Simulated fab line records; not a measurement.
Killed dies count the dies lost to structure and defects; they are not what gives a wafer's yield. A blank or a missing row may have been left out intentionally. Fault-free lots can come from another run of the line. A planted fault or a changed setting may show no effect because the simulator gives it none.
One fault through the eyes of 2 desks :: flow n5-finfet :: numbers are kept per desk, each desk with only its own; the story behind them comes last

== FROM THE METROLOGY DESK ==
What the gauges read, lot by lot, whatever tool the lot ran on: means of the sampled wafers that have a number. The brackets show how far a lot's mean lies from the usual mean; more than 4 standard deviations puts the lot out of limits, marked OUT.
Columns: A = cd-nm at N5_BEOL_M13_CD_MEAS_17, usual 190.0 nm
lot: L919
first seen here: day 11 20:39
A: 190.1

lot: L926
first seen here: day 12 18:04
A: 190.9

lot: L927
first seen here: day 13 12:40
A: 189.6

lot: L929
first seen here: day 13 21:55
A: 190.1

lot: L930
first seen here: day 14 02:11
A: 189.0

lot: L932
first seen here: day 14 13:43
A: 189.9

lot: L933
first seen here: day 14 15:35
A: 190.3

lot: L931
first seen here: day 14 23:25
A: 189.1

lot: L936
first seen here: day 15 04:36
A: 188.5

lot: L940
first seen here: day 17 03:28
A: 190.5
This desk's verdict: no lot among the 10 shows anything out of limits.

== THE TOOL OWNER'S DESK: rie-diel-02 ==
The tool's own readings at N5_BEOL_M13_ETCH_67 (etches SiARC in CF4, target depth 143 nm, time 238.3 s): means of the sampled wafers that have a number, for each lot that ran on this tool. The brackets show how far a lot's mean lies from the usual mean; more than 4 standard deviations puts the lot out of limits, marked OUT.
Columns: A = cf4-flow-sccm at N5_BEOL_M13_ETCH_67, usual 100.04 sccm; B = drypump-motor-current-A at N5_BEOL_M13_ETCH_67, usual 5.7 A; C = etch-rf-on-time-s at N5_BEOL_M13_ETCH_67, usual 238 s; D = oes-product-au at N5_BEOL_M13_ETCH_67, usual 0.69 a.u.; E = rf-vpp-V at N5_BEOL_M13_ETCH_67, usual 183.7 V; F = showerhead-plenum-p-Torr at N5_BEOL_M13_ETCH_67, usual 2.11 Torr; G = throttle-valve-pct at N5_BEOL_M13_ETCH_67, usual 15.54 %
lot: L919
first seen here: day 11 21:10
A: 100.10
B: 5.9
C: 238
D: 0.67
E: 184.1
F: 2.10
G: 15.41

lot: L927
first seen here: day 13 13:14
A: 100.24
B: 5.6
C: 234
D: 0.75
E: 184.4
F: 2.12
G: 15.13

lot: L929
first seen here: day 13 22:22
A: 99.96
B: 5.5
C: 234
D: 0.75
E: 184.0
F: 2.12
G: 15.13

lot: L933
first seen here: day 14 16:03
A: 130.28 (+99 or more) OUT
B: 5.7
C: 231
D: 0.71
E: 183.7
F: 2.33
G: 16.57

lot: L936
first seen here: day 15 05:03
A: 129.84 (+99 or more) OUT
B: 5.7
C: 226
D: 0.72
E: 183.7
F: 2.28
G: 16.37
Finding of this desk: L933, L936 out of limits; the first was L933 at day 14 16:03, on cf4-flow-sccm at N5_BEOL_M13_ETCH_67. L919, L927, L929: within limits.

== BROUGHT TOGETHER ==
An alarm could have come from the tool owner's desk at day 14 16:03, on L933, L936.
At the metrology desk, nothing out of limits was observed.
The metrology desk has L933, L936 on record, within its limits.
All the named lots went through N5_BEOL_M13_ETCH_67 on rie-diel-02.

== WHAT THE SIMULATOR PUT IN ==
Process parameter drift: rie-diel-02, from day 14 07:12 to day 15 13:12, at N5_BEOL_M13_ETCH_67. Setting cf4-flow-sccm shifted by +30 from 100. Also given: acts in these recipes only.
Shown lots that were struck: L933, L936.
Each desk's first reading out of limits, in hours after the fault started: the tool owner's desk, 9.
